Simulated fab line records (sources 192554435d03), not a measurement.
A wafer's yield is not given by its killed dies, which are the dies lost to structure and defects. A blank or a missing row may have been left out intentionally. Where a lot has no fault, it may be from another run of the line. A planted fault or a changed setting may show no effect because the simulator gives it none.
Which tool did it? :: flow n5_finfet :: 24 lots with 72 wafers sampled at 5 steps, on a route of 1938 steps

## WHAT EACH GAUGE READ, for each wafer
N5_DUMMY_GATE_CD_MEAS_24 targets a cd of 15 nm. Usual: cd_nm 15.2 nm, standard deviation 0.6.
lot: L074
measured: day 2 23:10
on: cd_sem-03
cd_nm (nm): 15.8 15.0 14.8
flag: 

lot: L075
measured: day 3 04:49
on: cd_sem-01
cd_nm (nm): 15.8 14.7 16.0
flag: 

lot: L076
measured: day 3 10:56
on: cd_sem-03
cd_nm (nm): 15.6 15.3 14.4
flag: 

lot: L077
measured: day 3 16:30
on: cd_sem-02
cd_nm (nm): 14.4 15.1 15.4
flag: 

lot: L078
measured: day 4 02:11
on: cd_sem-01
cd_nm (nm): 14.9 15.8 15.5
flag: 

lot: L079
measured: day 4 06:07
on: cd_sem-02
cd_nm (nm): 14.9 13.9 14.8
flag: 

lot: L080
measured: day 4 13:13
on: cd_sem-01
cd_nm (nm): 14.9 16.2 15.5
flag: 

lot: L081
measured: day 4 18:20
on: cd_sem-01
cd_nm (nm): 14.4 14.3 15.2
flag: 

lot: L082
measured: day 4 22:10
on: cd_sem-02
cd_nm (nm): 15.6 14.9 15.1
flag: 

lot: L083
measured: day 5 04:14
on: cd_sem-01
cd_nm (nm): 16.1 16.0 16.4
flag: 

lot: L084
measured: day 5 14:07
on: cd_sem-02
cd_nm (nm): 15.9 14.7 15.3
flag: 

lot: L085
measured: day 5 20:20
on: cd_sem-01
cd_nm (nm): 15.1 16.1 14.5
flag: 

lot: L086
measured: day 6 00:30
on: cd_sem-03
cd_nm (nm): 15.4 15.9 15.0
flag: 

lot: L087
measured: day 6 03:46
on: cd_sem-03
cd_nm (nm): 14.7 16.2 15.9
flag: 

lot: L088
measured: day 6 09:27
on: cd_sem-01
cd_nm (nm): 15.7 14.4 15.5
flag: 

lot: L089
measured: day 6 16:17
on: cd_sem-02
cd_nm (nm): 14.8 15.3 16.7
flag: 

lot: L090
measured: day 7 00:25
on: cd_sem-03
cd_nm (nm): 16.1 14.9 15.0
flag: 

lot: L091
measured: day 7 06:29
on: cd_sem-02
cd_nm (nm): 15.3 14.7 14.9
flag: 

lot: L092
measured: day 7 11:35
on: cd_sem-03
cd_nm (nm): 15.2 16.2 15.1
flag: 

lot: L093
measured: day 7 17:31
on: cd_sem-03
cd_nm (nm): 14.6 14.7 14.7
flag: 

lot: L094
measured: day 8 01:28
on: cd_sem-01
cd_nm (nm): 14.9 14.8 15.0
flag: 

lot: L095
measured: day 8 04:50
on: cd_sem-01
cd_nm (nm): 13.7 14.2 14.2
flag: 

lot: L096
measured: day 8 11:46
on: cd_sem-03
cd_nm (nm): 14.7 15.5 16.3
flag: 

lot: L097
measured: day 8 17:52
on: cd_sem-01
cd_nm (nm): 15.0 14.4 15.6
flag: 

## TOOL THAT RAN EACH LOT (tool first, then ch and the chambers of the sampled wafers, then the start)
lot: L074
N5_FIN_CUT_PRECLEAN_35: vapor_etch-02 ch 0,1, day 2 02:30
N5_STI_FIN_REVEAL_CMP_04: cmp-03 ch 0,2,3, day 2 08:00
N5_DUMMY_GATE_ETCH_37: rie_diel-02 ch 0,1,2, day 2 22:26
N5_DUMMY_GATE_TRIM_49: rie_si-04 ch 1,2,3, day 2 22:31

lot: L075
N5_FIN_CUT_PRECLEAN_35: vapor_etch-02 ch 0,1, day 2 10:08
N5_STI_FIN_REVEAL_CMP_04: cmp-04 ch 0,2,3, day 2 15:37
N5_DUMMY_GATE_ETCH_37: rie_diel-02 ch 1,2,3, day 3 04:05
N5_DUMMY_GATE_TRIM_49: rie_si-04 ch 0,2,3, day 3 04:10

lot: L076
N5_FIN_CUT_PRECLEAN_35: vapor_etch-02 ch 0,1, day 2 15:52
N5_STI_FIN_REVEAL_CMP_04: cmp-03 ch 0,2,3, day 2 21:25
N5_DUMMY_GATE_ETCH_37: rie_diel-06 ch 0,2,3, day 3 10:13
N5_DUMMY_GATE_TRIM_49: rie_si-02 ch 1,2,3, day 3 10:18

lot: L077
N5_FIN_CUT_PRECLEAN_35: vapor_etch-02 ch 0,1, day 2 21:03
N5_STI_FIN_REVEAL_CMP_04: cmp-03 ch 1,3, day 3 02:32
N5_DUMMY_GATE_ETCH_37: rie_diel-05 ch 0,1,2, day 3 15:47
N5_DUMMY_GATE_TRIM_49: rie_si-05 ch 1,2,3, day 3 15:52

lot: L078
N5_FIN_CUT_PRECLEAN_35: vapor_etch-01 ch 0,1, day 3 03:14
N5_STI_FIN_REVEAL_CMP_04: cmp-01 ch 0,1,2, day 3 09:22
N5_DUMMY_GATE_ETCH_37: rie_diel-06 ch 1,2,3, day 4 01:28
N5_DUMMY_GATE_TRIM_49: rie_si-04 ch 0,1,3, day 4 01:32

lot: L079
N5_FIN_CUT_PRECLEAN_35: vapor_etch-02 ch 0,1, day 3 09:25
N5_STI_FIN_REVEAL_CMP_04: cmp-03 ch 0,2,3, day 3 14:59
N5_DUMMY_GATE_ETCH_37: rie_diel-02 ch 0,1,2, day 4 05:20
N5_DUMMY_GATE_TRIM_49: rie_si-02 ch 1,2,3, day 4 05:25

lot: L080
N5_FIN_CUT_PRECLEAN_35: vapor_etch-02 ch 0, day 3 17:38
N5_STI_FIN_REVEAL_CMP_04: cmp-04 ch 1,2,3, day 3 23:46
N5_DUMMY_GATE_ETCH_37: rie_diel-06 ch 1,2,3, day 4 12:29
N5_DUMMY_GATE_TRIM_49: rie_si-04 ch 1,2,3, day 4 12:35

lot: L081
N5_FIN_CUT_PRECLEAN_35: vapor_etch-02 ch 0,1, day 3 23:01
N5_STI_FIN_REVEAL_CMP_04: cmp-04 ch 0,3, day 4 04:29
N5_DUMMY_GATE_ETCH_37: rie_diel-05 ch 0,1, day 4 17:36
N5_DUMMY_GATE_TRIM_49: rie_si-02 ch 0,1,3, day 4 17:41

lot: L082
N5_FIN_CUT_PRECLEAN_35: vapor_etch-02 ch 0,1, day 4 02:53
N5_STI_FIN_REVEAL_CMP_04: cmp-04 ch 0,1,3, day 4 08:46
N5_DUMMY_GATE_ETCH_37: rie_diel-06 ch 2,3, day 4 21:26
N5_DUMMY_GATE_TRIM_49: rie_si-02 ch 0,3, day 4 21:31

lot: L083
N5_FIN_CUT_PRECLEAN_35: vapor_etch-02 ch 0,1, day 4 08:51
N5_STI_FIN_REVEAL_CMP_04: cmp-01 ch 1,3, day 4 14:22
N5_DUMMY_GATE_ETCH_37: rie_diel-06 ch 1,3, day 5 03:31
N5_DUMMY_GATE_TRIM_49: rie_si-04 ch 0,1, day 5 03:35

lot: L084
N5_FIN_CUT_PRECLEAN_35: vapor_etch-02 ch 0,1, day 4 15:41
N5_STI_FIN_REVEAL_CMP_04: cmp-01 ch 0,1,3, day 4 21:10
N5_DUMMY_GATE_ETCH_37: rie_diel-02 ch 0,2,3, day 5 13:23
N5_DUMMY_GATE_TRIM_49: rie_si-04 ch 0,2, day 5 13:29

lot: L085
N5_FIN_CUT_PRECLEAN_35: vapor_etch-01 ch 0,1, day 4 23:45
N5_STI_FIN_REVEAL_CMP_04: cmp-03 ch 0,2,3, day 5 05:41
N5_DUMMY_GATE_ETCH_37: rie_diel-02 ch 0,2,3, day 5 19:36
N5_DUMMY_GATE_TRIM_49: rie_si-05 ch 0,2,3, day 5 19:41

lot: L086
N5_FIN_CUT_PRECLEAN_35: vapor_etch-01 ch 0,1, day 5 05:45
N5_STI_FIN_REVEAL_CMP_04: cmp-04 ch 0,2,3, day 5 11:14
N5_DUMMY_GATE_ETCH_37: rie_diel-06 ch 0,2,3, day 5 23:46
N5_DUMMY_GATE_TRIM_49: rie_si-04 ch 0,1,2, day 5 23:51

lot: L087
N5_FIN_CUT_PRECLEAN_35: vapor_etch-02 ch 0,1, day 5 08:21
N5_STI_FIN_REVEAL_CMP_04: cmp-03 ch 0,1,3, day 5 13:52
N5_DUMMY_GATE_ETCH_37: rie_diel-05 ch 0,2,3, day 6 03:02
N5_DUMMY_GATE_TRIM_49: rie_si-04 ch 2,3, day 6 03:07

lot: L088
N5_FIN_CUT_PRECLEAN_35: vapor_etch-01 ch 0,1, day 5 14:35
N5_STI_FIN_REVEAL_CMP_04: cmp-01 ch 1,2, day 5 20:10
N5_DUMMY_GATE_ETCH_37: rie_diel-02 ch 2,3, day 6 08:43
N5_DUMMY_GATE_TRIM_49: rie_si-04 ch 0,1,3, day 6 08:49

lot: L089
N5_FIN_CUT_PRECLEAN_35: vapor_etch-01 ch 0,1, day 5 21:29
N5_STI_FIN_REVEAL_CMP_04: cmp-03 ch 1,2,3, day 6 02:58
N5_DUMMY_GATE_ETCH_37: rie_diel-06 ch 0,1,3, day 6 15:24
N5_DUMMY_GATE_TRIM_49: rie_si-04 ch 0,1,2, day 6 15:29

lot: L090
N5_FIN_CUT_PRECLEAN_35: vapor_etch-02 ch 0,1, day 6 03:10
N5_STI_FIN_REVEAL_CMP_04: cmp-01 ch 1,2,3, day 6 08:43
N5_DUMMY_GATE_ETCH_37: rie_diel-05 ch 0,1,3, day 6 23:41
N5_DUMMY_GATE_TRIM_49: rie_si-05 ch 2,3, day 6 23:46

lot: L091
N5_FIN_CUT_PRECLEAN_35: vapor_etch-02 ch 0,1, day 6 09:53
N5_STI_FIN_REVEAL_CMP_04: cmp-03 ch 1,2,3, day 6 16:25
N5_DUMMY_GATE_ETCH_37: rie_diel-02 ch 1,3, day 7 05:34
N5_DUMMY_GATE_TRIM_49: rie_si-05 ch 2,3, day 7 05:39

lot: L092
N5_FIN_CUT_PRECLEAN_35: vapor_etch-01 ch 0,1, day 6 16:15
N5_STI_FIN_REVEAL_CMP_04: cmp-03 ch 0,2, day 6 22:16
N5_DUMMY_GATE_ETCH_37: rie_diel-05 ch 0,1,2, day 7 10:44
N5_DUMMY_GATE_TRIM_49: rie_si-04 ch 0,3, day 7 10:49

lot: L093
N5_FIN_CUT_PRECLEAN_35: vapor_etch-01 ch 0,1, day 6 22:51
N5_STI_FIN_REVEAL_CMP_04: cmp-03 ch 0,1, day 7 04:21
N5_DUMMY_GATE_ETCH_37: rie_diel-05 ch 0,1,2, day 7 16:47
N5_DUMMY_GATE_TRIM_49: rie_si-02 ch 1,3, day 7 16:52

lot: L094
N5_FIN_CUT_PRECLEAN_35: vapor_etch-02 ch 0,1, day 7 03:47
N5_STI_FIN_REVEAL_CMP_04: cmp-04 ch 0,2,3, day 7 09:17
N5_DUMMY_GATE_ETCH_37: rie_diel-02 ch 1,2,3, day 8 00:43
N5_DUMMY_GATE_TRIM_49: rie_si-05 ch 1,3, day 8 00:47

lot: L095
N5_FIN_CUT_PRECLEAN_35: vapor_etch-02 ch 0,1, day 7 09:33
N5_STI_FIN_REVEAL_CMP_04: cmp-03 ch 0,1,2, day 7 15:05
N5_DUMMY_GATE_ETCH_37: rie_diel-05 ch 1,2, day 8 03:35
N5_DUMMY_GATE_TRIM_49: rie_si-05 ch 1,2, day 8 03:40

lot: L096
N5_FIN_CUT_PRECLEAN_35: vapor_etch-01 ch 0,1, day 7 15:51
N5_STI_FIN_REVEAL_CMP_04: cmp-04 ch 0,1,3, day 7 21:27
N5_DUMMY_GATE_ETCH_37: rie_diel-06 ch 0,1,2, day 8 10:56
N5_DUMMY_GATE_TRIM_49: rie_si-04 ch 0,2,3, day 8 11:01

lot: L097
N5_FIN_CUT_PRECLEAN_35: vapor_etch-01 ch 0,1, day 7 21:46
N5_STI_FIN_REVEAL_CMP_04: cmp-04 ch 0,2,3, day 8 03:41
N5_DUMMY_GATE_ETCH_37: rie_diel-05 ch 0,1,2, day 8 17:08
N5_DUMMY_GATE_TRIM_49: rie_si-02 ch 0,1,2, day 8 17:12
- N5_FIN_CUT_PRECLEAN_35: cleans in vHF, time 13.3 s.
- N5_STI_FIN_REVEAL_CMP_04: polishes, stops on Si3N4, t overpolish 4 s, target thk 131.83 nm.
- N5_DUMMY_GATE_ETCH_37: etches SOC in N2/H2, target depth 60 nm, overetch 30 nm.
- N5_DUMMY_GATE_TRIM_49: chemistry O2, time 29 s, target cd 14 nm.

## WHAT THE TOOLS THEMSELVES READ (means of the sampled wafers that have a number; where no wafer has one, the mark that the record gives instead)
N5_FIN_CUT_PRECLEAN_35. Usual: drypump_motor_current_A 5.6 A, standard deviation 0.64.
lot: L074
tool: vapor_etch-02
drypump_motor_current_A (A): 5.7
flag: 

lot: L075
tool: vapor_etch-02
drypump_motor_current_A (A): 5.7
flag: 

lot: L076
tool: vapor_etch-02
drypump_motor_current_A (A): 5.3
flag: 

lot: L077
tool: vapor_etch-02
drypump_motor_current_A (A): 5.3
flag: 

lot: L078
tool: vapor_etch-01
drypump_motor_current_A (A): 5.9
flag: 

lot: L079
tool: vapor_etch-02
drypump_motor_current_A (A): 5.7
flag: 

lot: L080
tool: vapor_etch-02
drypump_motor_current_A (A): 6.0
flag: 

lot: L081
tool: vapor_etch-02
drypump_motor_current_A (A): 5.7
flag: 

lot: L082
tool: vapor_etch-02
drypump_motor_current_A (A): 5.7
flag: 

lot: L083
tool: vapor_etch-02
drypump_motor_current_A (A): 5.7
flag: 

lot: L084
tool: vapor_etch-02
drypump_motor_current_A (A): 5.3
flag: 

lot: L085
tool: vapor_etch-01
drypump_motor_current_A (A): 5.9
flag: 

lot: L086
tool: vapor_etch-01
drypump_motor_current_A (A): 6.0
flag: 

lot: L087
tool: vapor_etch-02
drypump_motor_current_A (A): 5.7
flag: 

lot: L088
tool: vapor_etch-01
drypump_motor_current_A (A): 5.9
flag: 

lot: L089
tool: vapor_etch-01
drypump_motor_current_A (A): 6.0
flag: 

lot: L090
tool: vapor_etch-02
drypump_motor_current_A (A): 5.7
flag: 

lot: L091
tool: vapor_etch-02
drypump_motor_current_A (A): 5.3
flag: 

lot: L092
tool: vapor_etch-01
drypump_motor_current_A (A): 5.9
flag: 

lot: L093
tool: vapor_etch-01
drypump_motor_current_A (A): 6.0
flag: 

lot: L094
tool: vapor_etch-02
drypump_motor_current_A (A): 5.7
flag: 

lot: L095
tool: vapor_etch-02
drypump_motor_current_A (A): 5.3
flag: 

lot: L096
tool: vapor_etch-01
drypump_motor_current_A (A): 5.4
flag: 

lot: L097
tool: vapor_etch-01
drypump_motor_current_A (A): 5.9
flag: 

N5_STI_FIN_REVEAL_CMP_04. Usual: motor_current_A 8.2 A, standard deviation 0.72; overpolish_run_s 3.999 s, standard deviation 0.0097; time_to_endpoint_s 101 s, standard deviation 6.4.
lot: L074
tool: cmp-03
motor_current_A (A): 8.2
overpolish_run_s (s): 4.012
time_to_endpoint_s (s): 97
flag: 

lot: L075
tool: cmp-04
motor_current_A (A): 8.3
overpolish_run_s (s): 3.993
time_to_endpoint_s (s): 97
flag: 

lot: L076
tool: cmp-03
motor_current_A (A): 8.6
overpolish_run_s (s): 3.998
time_to_endpoint_s (s): 102
flag: 

lot: L077
tool: cmp-03
motor_current_A (A): 8.2
overpolish_run_s (s): 4.008
time_to_endpoint_s (s): 102
flag: 

lot: L078
tool: cmp-01
motor_current_A (A): 8.1
overpolish_run_s (s): 4.006
time_to_endpoint_s (s): 106
flag: 

lot: L079
tool: cmp-03
motor_current_A (A): 8.2
overpolish_run_s (s): 4.001
time_to_endpoint_s (s): 98
flag: 

lot: L080
tool: cmp-04
motor_current_A (A): 8.4
overpolish_run_s (s): 3.996
time_to_endpoint_s (s): 100
flag: 

lot: L081
tool: cmp-04
motor_current_A (A): 8.6
overpolish_run_s (s): 3.999
time_to_endpoint_s (s): 90
flag: 

lot: L082
tool: cmp-04
motor_current_A (A): 8.0
overpolish_run_s (s): 4.000
time_to_endpoint_s (s): 97
flag: 

lot: L083
tool: cmp-01
motor_current_A (A): 7.2
overpolish_run_s (s): 4.002
time_to_endpoint_s (s): 105
flag: 

lot: L084
tool: cmp-01
motor_current_A (A): 8.0
overpolish_run_s (s): 4.011
time_to_endpoint_s (s): 99
flag: 

lot: L085
tool: cmp-03
motor_current_A (A): 8.4
overpolish_run_s (s): 3.999
time_to_endpoint_s (s): 109
flag: 

lot: L086
tool: cmp-04
motor_current_A (A): 8.0
overpolish_run_s (s): 4.007
time_to_endpoint_s (s): 98
flag: 

lot: L087
tool: cmp-03
motor_current_A (A): 8.5
overpolish_run_s (s): 4.003
time_to_endpoint_s (s): 110
flag: 

lot: L088
tool: cmp-01
motor_current_A (A): 7.2
overpolish_run_s (s): 3.987
time_to_endpoint_s (s): 97
flag: 

lot: L089
tool: cmp-03
motor_current_A (A): 8.3
overpolish_run_s (s): 3.999
time_to_endpoint_s (s): 108
flag: 

lot: L090
tool: cmp-01
motor_current_A (A): 7.3
overpolish_run_s (s): 3.998
time_to_endpoint_s (s): 100
flag: 

lot: L091
tool: cmp-03
motor_current_A (A): 8.4
overpolish_run_s (s): 4.002
time_to_endpoint_s (s): 104
flag: 

lot: L092
tool: cmp-03
motor_current_A (A): 8.8
overpolish_run_s (s): 4.005
time_to_endpoint_s (s): 103
flag: 

lot: L093
tool: cmp-03
motor_current_A (A): 8.7
overpolish_run_s (s): 4.000
time_to_endpoint_s (s): 112
flag: 

lot: L094
tool: cmp-04
motor_current_A (A): 8.4
overpolish_run_s (s): 3.999
time_to_endpoint_s (s): 93
flag: 

lot: L095
tool: cmp-03
motor_current_A (A): 8.6
overpolish_run_s (s): 4.006
time_to_endpoint_s (s): 104
flag: 

lot: L096
tool: cmp-04
motor_current_A (A): 8.0
overpolish_run_s (s): 3.997
time_to_endpoint_s (s): 92
flag: 

lot: L097
tool: cmp-04
motor_current_A (A): 8.5
overpolish_run_s (s): 3.999
time_to_endpoint_s (s): 95
flag: 

N5_DUMMY_GATE_ETCH_37. Usual: drypump_motor_current_A 5.6 A, standard deviation 0.47; oes_product_au 0.61 a.u., standard deviation 0.046; rf_fwd_power_W 831 W, standard deviation 3.2; rf_vpp_V 524.4 V, standard deviation 2.8; showerhead_plenum_p_Torr 2.57 Torr, standard deviation 0.1; throttle_valve_pct 17.90 %, standard deviation 0.28.
lot: L074
tool: rie_diel-02
drypump_motor_current_A (A): 5.4
oes_product_au (a.u.): 0.61
rf_fwd_power_W (W): 829
rf_vpp_V (V): 525.9
showerhead_plenum_p_Torr (Torr): 2.57
throttle_valve_pct (%): 17.85
flag: 

lot: L075
tool: rie_diel-02
drypump_motor_current_A (A): 5.7
oes_product_au (a.u.): 0.65
rf_fwd_power_W (W): 829
rf_vpp_V (V): 525.7
showerhead_plenum_p_Torr (Torr): 2.61
throttle_valve_pct (%): 17.92
flag: 

lot: L076
tool: rie_diel-06
drypump_motor_current_A (A): 5.8
oes_product_au (a.u.): 0.59
rf_fwd_power_W (W): 831
rf_vpp_V (V): 524.7
showerhead_plenum_p_Torr (Torr): 2.57
throttle_valve_pct (%): 17.94
flag: 

lot: L077
tool: rie_diel-05
drypump_motor_current_A (A): 5.6
oes_product_au (a.u.): 0.60
rf_fwd_power_W (W): 833
rf_vpp_V (V): 524.6
showerhead_plenum_p_Torr (Torr): 2.60
throttle_valve_pct (%): 17.93
flag: 

lot: L078
tool: rie_diel-06
drypump_motor_current_A (A): 5.7
oes_product_au (a.u.): 0.61
rf_fwd_power_W (W): 835
rf_vpp_V (V): 526.1
showerhead_plenum_p_Torr (Torr): 2.60
throttle_valve_pct (%): 17.69
flag: 

lot: L079
tool: rie_diel-02
drypump_motor_current_A (A): 5.4
oes_product_au (a.u.): 0.61
rf_fwd_power_W (W): 827
rf_vpp_V (V): 524.1
showerhead_plenum_p_Torr (Torr): 2.57
throttle_valve_pct (%): 17.86
flag: 

lot: L080
tool: rie_diel-06
drypump_motor_current_A (A): 5.7
oes_product_au (a.u.): 0.60
rf_fwd_power_W (W): 832
rf_vpp_V (V): 525.3
showerhead_plenum_p_Torr (Torr): 2.60
throttle_valve_pct (%): 17.69
flag: 

lot: L081
tool: rie_diel-05
drypump_motor_current_A (A): 5.4
oes_product_au (a.u.): 0.59
rf_fwd_power_W (W): 831
rf_vpp_V (V): 524.3
showerhead_plenum_p_Torr (Torr): 2.58
throttle_valve_pct (%): 17.97
flag: 

lot: L082
tool: rie_diel-06
drypump_motor_current_A (A): 5.9
oes_product_au (a.u.): 0.56
rf_fwd_power_W (W): 830
rf_vpp_V (V): 525.2
showerhead_plenum_p_Torr (Torr): 2.58
throttle_valve_pct (%): 17.95
flag: 

lot: L083
tool: rie_diel-06
drypump_motor_current_A (A): 5.7
oes_product_au (a.u.): 0.63
rf_fwd_power_W (W): 831
rf_vpp_V (V): 526.2
showerhead_plenum_p_Torr (Torr): 2.65
throttle_valve_pct (%): 17.56
flag: 

lot: L084
tool: rie_diel-02
drypump_motor_current_A (A): 5.2
oes_product_au (a.u.): 0.61
rf_fwd_power_W (W): 829
rf_vpp_V (V): 523.3
showerhead_plenum_p_Torr (Torr): 2.51
throttle_valve_pct (%): 18.15
flag: 

lot: L085
tool: rie_diel-02
drypump_motor_current_A (A): 5.2
oes_product_au (a.u.): 0.61
rf_fwd_power_W (W): 830
rf_vpp_V (V): 523.1
showerhead_plenum_p_Torr (Torr): 2.51
throttle_valve_pct (%): 18.15
flag: 

lot: L086
tool: rie_diel-06
drypump_motor_current_A (A): 5.8
oes_product_au (a.u.): 0.58
rf_fwd_power_W (W): 830
rf_vpp_V (V): 524.3
showerhead_plenum_p_Torr (Torr): 2.56
throttle_valve_pct (%): 17.96
flag: 

lot: L087
tool: rie_diel-05
drypump_motor_current_A (A): 5.6
oes_product_au (a.u.): 0.61
rf_fwd_power_W (W): 831
rf_vpp_V (V): 523.2
showerhead_plenum_p_Torr (Torr): 2.52
throttle_valve_pct (%): 17.85
flag: 

lot: L088
tool: rie_diel-02
drypump_motor_current_A (A): 5.3
oes_product_au (a.u.): 0.61
rf_fwd_power_W (W): 829
rf_vpp_V (V): 525.3
showerhead_plenum_p_Torr (Torr): 2.59
throttle_valve_pct (%): 18.03
flag: 

lot: L089
tool: rie_diel-06
drypump_motor_current_A (A): 5.8
oes_product_au (a.u.): 0.61
rf_fwd_power_W (W): 831
rf_vpp_V (V): 525.3
showerhead_plenum_p_Torr (Torr): 2.62
throttle_valve_pct (%): 17.84
flag: 

lot: L090
tool: rie_diel-05
drypump_motor_current_A (A): 5.5
oes_product_au (a.u.): 0.59
rf_fwd_power_W (W): 829
rf_vpp_V (V): 522.5
showerhead_plenum_p_Torr (Torr): 2.51
throttle_valve_pct (%): 17.88
flag: 

lot: L091
tool: rie_diel-02
drypump_motor_current_A (A): 6.2
oes_product_au (a.u.): 0.67
rf_fwd_power_W (W): 827
rf_vpp_V (V): 526.4
showerhead_plenum_p_Torr (Torr): 2.62
throttle_valve_pct (%): 17.87
flag: 

lot: L092
tool: rie_diel-05
drypump_motor_current_A (A): 5.5
oes_product_au (a.u.): 0.60
rf_fwd_power_W (W): 832
rf_vpp_V (V): 525.4
showerhead_plenum_p_Torr (Torr): 2.59
throttle_valve_pct (%): 17.96
flag: 

lot: L093
tool: rie_diel-05
drypump_motor_current_A (A): 5.6
oes_product_au (a.u.): 0.60
rf_fwd_power_W (W): 832
rf_vpp_V (V): 524.3
showerhead_plenum_p_Torr (Torr): 2.59
throttle_valve_pct (%): 17.97
flag: 

lot: L094
tool: rie_diel-02
drypump_motor_current_A (A): 5.7
oes_product_au (a.u.): 0.63
rf_fwd_power_W (W): 829
rf_vpp_V (V): 525.6
showerhead_plenum_p_Torr (Torr): 2.60
throttle_valve_pct (%): 17.97
flag: 

lot: L095
tool: rie_diel-05
drypump_motor_current_A (A): 5.8
oes_product_au (a.u.): 0.59
rf_fwd_power_W (W): 832
rf_vpp_V (V): 526.2
showerhead_plenum_p_Torr (Torr): 2.66
throttle_valve_pct (%): 18.03
flag: 

lot: L096
tool: rie_diel-06
drypump_motor_current_A (A): 5.7
oes_product_au (a.u.): 0.62
rf_fwd_power_W (W): 834
rf_vpp_V (V): 524.5
showerhead_plenum_p_Torr (Torr): 2.58
throttle_valve_pct (%): 17.74
flag: 

lot: L097
tool: rie_diel-05
drypump_motor_current_A (A): 5.6
oes_product_au (a.u.): 0.59
rf_fwd_power_W (W): 833
rf_vpp_V (V): 524.3
showerhead_plenum_p_Torr (Torr): 2.58
throttle_valve_pct (%): 17.97
flag: 

N5_DUMMY_GATE_TRIM_49. Usual: drypump_motor_current_A 5.7 A, standard deviation 0.5; oes_product_au 1.000 a.u., standard deviation 0.023; rf_fwd_power_W 298.6 W, standard deviation 1; throttle_valve_pct 8.20 %, standard deviation 0.18.
lot: L074
tool: rie_si-04
drypump_motor_current_A (A): 5.7
oes_product_au (a.u.): 1.023
rf_fwd_power_W (W): 297.7
throttle_valve_pct (%): 8.24
flag: 

lot: L075
tool: rie_si-04
drypump_motor_current_A (A): 5.9
oes_product_au (a.u.): 1.005
rf_fwd_power_W (W): 298.6
throttle_valve_pct (%): 8.09
flag: 

lot: L076
tool: rie_si-02
drypump_motor_current_A (A): 6.3
oes_product_au (a.u.): 1.003
rf_fwd_power_W (W): 298.9
throttle_valve_pct (%): 8.33
flag: 

lot: L077
tool: rie_si-05
drypump_motor_current_A (A): 5.4
oes_product_au (a.u.): 0.996
rf_fwd_power_W (W): 299.1
throttle_valve_pct (%): 8.15
flag: 

lot: L078
tool: rie_si-04
drypump_motor_current_A (A): 5.5
oes_product_au (a.u.): 1.008
rf_fwd_power_W (W): 299.2
throttle_valve_pct (%): 8.11
flag: 

lot: L079
tool: rie_si-02
drypump_motor_current_A (A): 6.3
oes_product_au (a.u.): 1.010
rf_fwd_power_W (W): 298.0
throttle_valve_pct (%): 8.33
flag: 

lot: L080
tool: rie_si-04
drypump_motor_current_A (A): 5.7
oes_product_au (a.u.): 1.008
rf_fwd_power_W (W): 297.7
throttle_valve_pct (%): 8.23
flag: 

lot: L081
tool: rie_si-02
drypump_motor_current_A (A): 6.2
oes_product_au (a.u.): 0.992
rf_fwd_power_W (W): 298.2
throttle_valve_pct (%): 8.35
flag: 

lot: L082
tool: rie_si-02
drypump_motor_current_A (A): 6.4
oes_product_au (a.u.): 0.984
rf_fwd_power_W (W): 299.1
throttle_valve_pct (%): 8.26
flag: 

lot: L083
tool: rie_si-04
drypump_motor_current_A (A): 5.7
oes_product_au (a.u.): 0.990
rf_fwd_power_W (W): 298.7
throttle_valve_pct (%): 8.08
flag: 

lot: L084
tool: rie_si-04
drypump_motor_current_A (A): 6.2
oes_product_au (a.u.): 1.002
rf_fwd_power_W (W): 298.4
throttle_valve_pct (%): 8.18
flag: 

lot: L085
tool: rie_si-05
drypump_motor_current_A (A): 5.3
oes_product_au (a.u.): 0.995
rf_fwd_power_W (W): 298.5
throttle_valve_pct (%): 8.25
flag: 

lot: L086
tool: rie_si-04
drypump_motor_current_A (A): 5.8
oes_product_au (a.u.): 1.005
rf_fwd_power_W (W): 299.0
throttle_valve_pct (%): 8.20
flag: 

lot: L087
tool: rie_si-04
drypump_motor_current_A (A): 5.7
oes_product_au (a.u.): 1.019
rf_fwd_power_W (W): 298.3
throttle_valve_pct (%): 8.12
flag: 

lot: L088
tool: rie_si-04
drypump_motor_current_A (A): 5.5
oes_product_au (a.u.): 0.998
rf_fwd_power_W (W): 299.1
throttle_valve_pct (%): 8.11
flag: 

lot: L089
tool: rie_si-04
drypump_motor_current_A (A): 5.9
oes_product_au (a.u.): 1.007
rf_fwd_power_W (W): 299.2
throttle_valve_pct (%): 8.20
flag: 

lot: L090
tool: rie_si-05
drypump_motor_current_A (A): 5.6
oes_product_au (a.u.): 0.995
rf_fwd_power_W (W): 299.5
throttle_valve_pct (%): 8.24
flag: 

lot: L091
tool: rie_si-05
drypump_motor_current_A (A): 5.5
oes_product_au (a.u.): 0.997
rf_fwd_power_W (W): 299.4
throttle_valve_pct (%): 8.17
flag: 

lot: L092
tool: rie_si-04
drypump_motor_current_A (A): 5.7
oes_product_au (a.u.): 0.990
rf_fwd_power_W (W): 298.3
throttle_valve_pct (%): 7.97
flag: 

lot: L093
tool: rie_si-02
drypump_motor_current_A (A): 6.5
oes_product_au (a.u.): 0.982
rf_fwd_power_W (W): 297.6
throttle_valve_pct (%): 8.26
flag: 

lot: L094
tool: rie_si-05
drypump_motor_current_A (A): 5.3
oes_product_au (a.u.): 1.000
rf_fwd_power_W (W): 299.4
throttle_valve_pct (%): 8.07
flag: 

lot: L095
tool: rie_si-05
drypump_motor_current_A (A): 5.2
oes_product_au (a.u.): 0.965
rf_fwd_power_W (W): 298.4
throttle_valve_pct (%): 8.12
flag: 

lot: L096
tool: rie_si-04
drypump_motor_current_A (A): 5.9
oes_product_au (a.u.): 1.016
rf_fwd_power_W (W): 298.5
throttle_valve_pct (%): 8.08
flag: 

lot: L097
tool: rie_si-02
drypump_motor_current_A (A): 6.1
oes_product_au (a.u.): 1.020
rf_fwd_power_W (W): 298.5
throttle_valve_pct (%): 8.33
flag: 

## THE ANSWER, worked out from the rows above alone
Rule: take the mean of a lot's wafers that have a number; if it is more than 3 standard deviations from the usual mean, the lot is off. A lot without any number at a reading at which 4 lots or more have one is off too. All remaining lots with rows at the step are treated as sound. Order of review: gauges by route order, followed by the tools' own readings, for which a lot's mean as printed above is used. At the first step where some lot is off, the reading lying furthest off is the one used; lots without a number count as furthest.
None of the lots is off at any reading shown; this tells nothing.

## WHAT THE SIMULATOR HAD INSERTED
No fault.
